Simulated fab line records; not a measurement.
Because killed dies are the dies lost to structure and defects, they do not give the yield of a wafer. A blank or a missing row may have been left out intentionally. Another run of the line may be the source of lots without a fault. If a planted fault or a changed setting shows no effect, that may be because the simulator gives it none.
A lot that was struck, set against a sound lot || flow n5 finfet || 39 steps out of a route of 1938
Sound: these wafers, L893.1, L893.2, L893.4. Wafers L888.2, L888.4, L888.5 were the ones struck. The cause comes at the end.
Per side, at each step with rows, come the tool, then ch with its chambers, and then its first start. Under that, the readings that differ: sound wafers || struck wafers || difference of the means || sigmas: that difference in standard deviations of wafers without a fault.
alike: readings whose means differ by less than 2 such deviations, and words and numbers that are the same on both sides. not compared: withheld readings, readings that some wafer has no value for, bounds like >300 that may hide the same value, and numbers for which the record gives no deviation and whose values overlap.
Wherever a step has rows on one side only, a row that says differs or no value, or a row with sigmas, the two part there. Non-overlapping numbers with no deviation appear without sigmas and do not part them. Lack of a reading on every wafer of one side parts them only where that side has two or more wafers.

first, 12 steps without rows for these wafers: N5_SD_EPI_N_ETCH_35 (etches SOC in N2/H2, overetch 108 nm, time 486 s); N5_SD_EPI_N_STRIP_36 (strips in N2/H2); N5_SD_EPI_N_ETCHBACK_44 (etches SiNx in CH3F/O2, stops on SiO2, target depth 14.5 nm); N5_SD_EPI_N_ETCH_45 (etches SiOCN in CH3F/O2, target depth 6 nm); N5_SD_EPI_N_ETCH_16 (etches SiO2 in CHF3/O2, target depth 5 nm); N5_SD_EPI_N_STRIP_47 (strips in CHF3/O2); N5_SD_EPI_N_SD_RECESS_17 (chemistry HBr/Cl2/O2, target depth 41 nm, time 23.7 s, bt time 3 s); N5_SD_EPI_N_STRIP_38 (strips in N2/H2); N5_SD_EPI_N_WET_ETCH_43 (etches SiO2 in dHF, time 14 s, target depth 1.5 nm); N5_SD_EPI_N_STRIP_18 (strips in SPM, time 750 s); N5_SD_EPI_N_SRD_20 (time 30 s); N5_SD_EPI_N_PRECLEAN_48 (cleans in NF3:NH3, afs cycles 2, time 20 s, sublimation time 60 s).
N5_SD_EPI_N_VAPOR_ETCH_50: etches Si in HCl, time 54 s.
  sound on epi rpcvd-04 ch 0, day 8 07:46; struck on epi rpcvd-02 ch 0, day 7 06:11
{"reading": "susceptor temp C (C)", "sound": "775.22 774.76 775.26", "struck": "784.39 784.34 783.84", "difference": "+9.11", "sigmas": "+30"}
  alike: throttle valve pct
then, 24 steps without rows for these wafers: N5_SD_EPI_N_EPI_21 (deposits Si:P, time 690 s); N5_SD_EPI_N_PRECLEAN_24 (cleans in O3/DIW, time 60 s); N5_SD_EPI_N_SRD_25 (time 30 s); N5_SD_EPI_N_PRECLEAN_49 (cleans in NF3:NH3, afs cycles 1, time 20 s, sublimation time 60 s); N5_SD_EPI_N_LINER_46 (material SiNx, target thk 3 nm); N5_SD_EPI_P_COAT_34 (time 60 s, resist thk 350 nm); N5_SD_EPI_P_COAT_35 (time 60 s, resist thk 35 nm); N5_SD_EPI_P_COAT_03 (resist thk 150 nm); N5_SD_EPI_P_EBR_05; N5_SD_EPI_P_SOFTBAKE_04 (time 60 s); N5_SD_EPI_P_EXPOSE_06 (exposes mask SD P BLK, target cd 240 nm); N5_SD_EPI_P_PEB_07 (peb time 60 s); N5_SD_EPI_P_DEVELOP_08 (develop time 30 s); N5_SD_EPI_P_DESCUM_14 (chemistry O2, time 7.9 s); N5_SD_EPI_P_ETCH_36 (etches SiARC in CF4, target depth 45.5 nm, time 75.8 s); N5_SD_EPI_P_ETCH_37 (etches SOC in N2/H2, overetch 108 nm, time 486 s); N5_SD_EPI_P_STRIP_38 (strips in N2/H2); N5_SD_EPI_P_ETCHBACK_46 (etches SiNx in CH3F/O2, stops on SiO2, target depth 17.5 nm); N5_SD_EPI_P_ETCH_47 (etches SiOCN in CH3F/O2, target depth 25 nm); N5_SD_EPI_P_ETCH_16 (etches SiO2 in CHF3/O2, target depth 5 nm); N5_SD_EPI_P_STRIP_50 (strips in CHF3/O2); N5_SD_EPI_P_SD_RECESS_17 (chemistry HBr/Cl2/O2, target depth 39.1 nm, bt time 3 s); N5_SD_EPI_P_WET_ETCH_45 (etches SiO2 in dHF, time 10.7 s, target depth 2 nm, rinse time 30 s); N5_SD_EPI_P_STRIP_40 (strips in N2/H2).
-- the record jumps here: 5 days lie between the struck wafers' starts before and after (it left off in module SD_EPI_P and takes up again in module BEOL_M4, whose first step shown is number 1111 of the route) --
N5_BEOL_M4_RC_MEAS_101:
  sound on prober-01 ch 0, day 13 14:28; struck on prober-01 ch 0, day 11 23:10
{"reading": "DIBL_N (mV/V)", "sound": "35.6 36.1 36.7", "struck": "42.0 40.5 43.2", "difference": "+5.8", "sigmas": "+3"}
{"reading": "IOFF_N (nA/um)", "sound": "0.16 0.17 0.18", "struck": "0.27 0.24 0.32", "difference": "+0.11", "sigmas": "+3"}
{"reading": "ION_N (uA/um)", "sound": "682 683 686", "struck": "710 718 721", "difference": "+33", "sigmas": "+3"}
{"reading": "REXT_N (ohm.um)", "sound": "76.3 75.4 75.5", "struck": "68.8 68.9 68.8", "difference": -6.9, "sigmas": -4}
  alike: DIBL_P, IOFF_P, ION_P, SS_N, SS_P, VT_N, VT_P
-- here the record skips 4 days between the struck wafers' starts before and after, leaving off in module BEOL_M4 and picking up in module PASSIVATION (first step shown: number 1936 of the route) --
N5_PASSIVATION_PROBE_49:
  sound: prober-01 at day 17 20:56; struck: prober-01 at day 16 09:01
{"reading": "sort_bin_4_leakage (%)", "sound": "0 0 0", "struck": "0 0 1.02", "difference": "+0", "sigmas": "+15"}
  alike: defect limited yield, killed_at_M0_to_M3, killed_at_M4_up, killed at contacts, killed at front end, killed at other, killed dies, killed open, killed short, sort_bin_5_function, sort_bin_6_memory, sort n pass, sort yield pct

## WHERE THEY PART
Earliest at N5_SD_EPI_N_VAPOR_ETCH_50; latest, in this record, at N5_PASSIVATION_PROBE_49.

WHY: what had been put in by the simulator
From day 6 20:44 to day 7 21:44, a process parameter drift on epi rpcvd-02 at N5_SD_EPI_N_VAPOR_ETCH_50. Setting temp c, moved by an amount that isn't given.
